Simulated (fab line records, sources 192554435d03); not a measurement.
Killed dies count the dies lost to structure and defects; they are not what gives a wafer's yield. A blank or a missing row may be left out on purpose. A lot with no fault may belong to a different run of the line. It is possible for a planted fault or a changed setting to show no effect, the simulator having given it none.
Matching of chambers || flow n5Finfet || N5_BEOL_M14_STRIP_37 on rieDiel-04: 4 sister chambers
The step strips in O2. 14 wafers are shown with their chamber, then 7 later ones without.

WAFERS PAIRED WITH THEIR CHAMBERS
{"wafer": "L075.3", "chamber": 2, "drypumpMotorCurrentA (A)": 6.4, "showerheadPlenumPTorr (Torr)": 1.99, "throttleValvePct (%)": 16.70}
{"wafer": "L075.5", "chamber": 3, "drypumpMotorCurrentA (A)": 5.6, "showerheadPlenumPTorr (Torr)": 2.07, "throttleValvePct (%)": 17.01}
{"wafer": "L075.6", "chamber": 0, "drypumpMotorCurrentA (A)": 6.1, "showerheadPlenumPTorr (Torr)": 2.03, "throttleValvePct (%)": 16.74}
{"wafer": "L077.2", "chamber": 3, "drypumpMotorCurrentA (A)": 5.7, "showerheadPlenumPTorr (Torr)": 2.07, "throttleValvePct (%)": 17.03}
{"wafer": "L077.5", "chamber": 2, "drypumpMotorCurrentA (A)": 6.4, "showerheadPlenumPTorr (Torr)": 1.98, "throttleValvePct (%)": 16.68}
{"wafer": "L077.6", "chamber": 3, "drypumpMotorCurrentA (A)": 5.7, "showerheadPlenumPTorr (Torr)": 2.07, "throttleValvePct (%)": 16.99}
{"wafer": "L082.1", "chamber": 0, "drypumpMotorCurrentA (A)": 6.1, "showerheadPlenumPTorr (Torr)": 2.02, "throttleValvePct (%)": 16.76}
{"wafer": "L082.2", "chamber": 1, "drypumpMotorCurrentA (A)": 5.4, "showerheadPlenumPTorr (Torr)": 2.11, "throttleValvePct (%)": 16.68}
{"wafer": "L082.4", "chamber": 0, "drypumpMotorCurrentA (A)": 6.1, "showerheadPlenumPTorr (Torr)": 2.02, "throttleValvePct (%)": 16.76}
{"wafer": "L084.3", "chamber": 0, "drypumpMotorCurrentA (A)": 6.1, "showerheadPlenumPTorr (Torr)": 2.02, "throttleValvePct (%)": 16.76}
{"wafer": "L084.4", "chamber": 3, "drypumpMotorCurrentA (A)": 5.6, "showerheadPlenumPTorr (Torr)": 2.07, "throttleValvePct (%)": 17.04}
{"wafer": "L084.5", "chamber": 1, "drypumpMotorCurrentA (A)": 5.4, "showerheadPlenumPTorr (Torr)": 2.10, "throttleValvePct (%)": 16.69}
{"wafer": "L091.1", "chamber": 2, "drypumpMotorCurrentA (A)": 6.4, "showerheadPlenumPTorr (Torr)": 1.98, "throttleValvePct (%)": 16.75}
{"wafer": "L091.3", "chamber": 0, "drypumpMotorCurrentA (A)": 6.1, "showerheadPlenumPTorr (Torr)": 2.01, "throttleValvePct (%)": 16.81}

SIGNATURES (averages over the wafers above)
{"reading": "drypumpMotorCurrentA", "chamber 0": 6.100, "chamber 1": 5.400, "chamber 2": 6.400, "chamber 3": 5.650, "scatter within a chamber": 0.0316}
{"reading": "showerheadPlenumPTorr", "chamber 0": 2.0200, "chamber 1": 2.1050, "chamber 2": 1.9833, "chamber 3": 2.0700, "scatter within a chamber": 0.00563}
{"reading": "throttleValvePct", "chamber 0": 16.7660, "chamber 1": 16.6850, "chamber 2": 16.7100, "chamber 3": 17.0175, "scatter within a chamber": 0.0262}
Rule: a wafer's distance from a chamber is the root of the sum, over the readings, of the square of ((its reading less the chamber's mean) divided by the reading's scatter). If the next closest chamber is less than 2 further off than the closest, the wafer can't be placed; otherwise it belongs to the closest. The scatter is the square root of a quotient: the sum, over the shown wafers, of each reading's squared deviation from its chamber's mean, divided by wafers minus chambers.

WAFERS WITHOUT THEIR CHAMBER
{"wafer": "L091.4", "drypumpMotorCurrentA (A)": 5.4, "showerheadPlenumPTorr (Torr)": 2.10, "throttleValvePct (%)": 16.71}
{"wafer": "L094.2", "drypumpMotorCurrentA (A)": 5.4, "showerheadPlenumPTorr (Torr)": 2.10, "throttleValvePct (%)": 16.77}
{"wafer": "L094.3", "drypumpMotorCurrentA (A)": 5.6, "showerheadPlenumPTorr (Torr)": 2.06, "throttleValvePct (%)": 16.61}
{"wafer": "L094.5", "drypumpMotorCurrentA (A)": 6.1, "showerheadPlenumPTorr (Torr)": 2.01, "throttleValvePct (%)": 16.78}
{"wafer": "L096.2", "drypumpMotorCurrentA (A)": 6.1, "showerheadPlenumPTorr (Torr)": 2.01, "throttleValvePct (%)": 16.82}
{"wafer": "L096.3", "drypumpMotorCurrentA (A)": 5.7, "showerheadPlenumPTorr (Torr)": 2.06, "throttleValvePct (%)": 16.62}
{"wafer": "L096.4", "drypumpMotorCurrentA (A)": 5.7, "showerheadPlenumPTorr (Torr)": 2.06, "throttleValvePct (%)": 16.65}

WHICH CHAMBER EACH WENT THROUGH
{"wafer": "L091.4", "from the rows above": 1, "in truth": 1}
{"wafer": "L094.2", "from the rows above": 1, "in truth": 1}
{"wafer": "L094.3", "from the rows above": 1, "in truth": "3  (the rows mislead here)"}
{"wafer": "L094.5", "from the rows above": 0, "in truth": 0}
{"wafer": "L096.2", "from the rows above": 0, "in truth": 0}
{"wafer": "L096.3", "from the rows above": 1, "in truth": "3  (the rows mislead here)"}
{"wafer": "L096.4", "from the rows above": "can't be placed: 1 or 3", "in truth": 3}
Correctly placed: 4 of 7. These rows do not allow placing 1 (true chamber among the candidates in 1). Placed wrongly: 2.
